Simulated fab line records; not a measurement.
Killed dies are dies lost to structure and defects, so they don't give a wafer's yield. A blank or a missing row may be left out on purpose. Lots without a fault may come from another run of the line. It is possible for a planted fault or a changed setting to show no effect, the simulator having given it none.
Chamber matching | flow n5_finfet | 4 sister chambers for N5_DUMMY_GATE_ETCH_29 on rie_diel-01
The step etches underlayer in N2/H2, target depth 13 nm. 8 wafers are shown with their chamber, then 8 later ones without.

== EACH WAFER AND ITS CHAMBER ==
wafer  | chamber | showerhead_plenum_p_Torr (Torr) | rf_vpp_V (V)
L075.1 | 0       | 2.58                            | 526.4
L079.6 | 0       | 2.58                            | 525.5
L084.4 | 2       | 2.64                            | 525.8
L084.6 | 3       | 2.53                            | 524.9
L090.1 | 3       | 2.53                            | 524.5
L090.3 | 2       | 2.63                            | 525.8
L090.5 | 1       | 2.49                            | 521.6
L091.1 | 1       | 2.49                            | 523.9

== WAFERS WHOSE CHAMBER IS MISSING ==
wafer  | showerhead_plenum_p_Torr (Torr) | rf_vpp_V (V)
L091.2 | 2.63                            | 526.5
L091.4 | 2.49                            | 522.0
L095.1 | 2.49                            | 523.3
L095.2 | 2.52                            | 523.0
L095.4 | 2.63                            | 526.3
L096.4 | 2.57                            | 525.6
L096.5 | 2.57                            | 525.9
L096.6 | 2.49                            | 522.1

== CHAMBER TAKEN BY EACH ==
wafer  | from the rows above | in truth
L091.2 | 2                   | 2
L091.4 | 1                   | 1
L095.1 | 1                   | 1
L095.2 | 3                   | 3
L095.4 | 2                   | 2
L096.4 | 0                   | 0
L096.5 | 0                   | 0
L096.6 | 1                   | 1
Correctly placed: 8 of 8. Not placeable from these rows: 0. Number placed wrongly: 0.
How it was worked out, from the rows above alone: a wafer's distance from a chamber is the root of the sum, over the readings, of the square of ((its reading less the chamber's mean) divided by the reading's scatter). If the next closest chamber is less than 2 further off than the closest, the wafer can't be placed; otherwise it belongs to the closest. A chamber's mean is the mean of its shown wafers. The scatter is the square root of a quotient: the sum, over the shown wafers, of each reading's squared deviation from its chamber's mean, divided by wafers minus chambers.
